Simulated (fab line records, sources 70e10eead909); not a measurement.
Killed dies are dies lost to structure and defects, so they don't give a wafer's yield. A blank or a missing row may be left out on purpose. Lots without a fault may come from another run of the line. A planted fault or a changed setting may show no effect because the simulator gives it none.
Chamber matching | flow nand_harc | NHARC_A_SLIT_ETCH_24 on rie_diel-05: 4 sister chambers
The step etches the open film in CF4/CHF3, target depth 121 nm, time 60.5 s. 8 wafers are shown with their chamber, then 8 later ones without.

WAFERS WITH THEIR CHAMBER
wafer  | chamber | drypump_motor_current_A (A) | rf_vpp_V (V)
L086.2 | 2       | 6.1                         | 373.2
L086.6 | 3       | 6.1                         | 367.0
L088.4 | 2       | 6.1                         | 374.2
L088.5 | 0       | 5.5                         | 368.3
L091.2 | 0       | 5.5                         | 369.4
L091.3 | 1       | 6.3                         | 371.2
L091.6 | 1       | 6.2                         | 370.3
L090.1 | 3       | 6.1                         | 368.9

WAFERS WITHOUT THEIR CHAMBER
wafer  | drypump_motor_current_A (A) | rf_vpp_V (V)
L090.5 | 6.1                         | 373.1
L090.6 | 6.1                         | 366.9
L094.1 | 5.5                         | 367.9
L094.2 | 6.1                         | 368.2
L094.4 | 6.1                         | 374.2
L097.2 | 5.5                         | 369.5
L097.4 | 6.1                         | 373.5
L097.5 | 6.1                         | 368.5

WHICH CHAMBER EACH WENT THROUGH
wafer  | from the rows above | in truth
L090.5 | 2                   | 2
L090.6 | 3                   | 3
L094.1 | 0                   | 0
L094.2 | 3                   | 3
L094.4 | 2                   | 2
L097.2 | 0                   | 0
L097.4 | 2                   | 2
L097.5 | 3                   | 3
Placed correctly: 8 of 8. Can't be placed from these rows: 0. Placed wrongly: 0.
How it was worked out, from the rows above alone: a wafer's distance from a chamber is the root of the sum, over the readings, of the square of ((its reading less the chamber's mean) divided by the reading's scatter). The wafer belongs to the nearest chamber; if the next one is less than 2 further off, it can't be placed. A chamber's mean is the mean of its shown wafers. The scatter: the root of (the sum of the squares of (reading less its chamber's mean) over the shown wafers, divided by (wafers less chambers)).
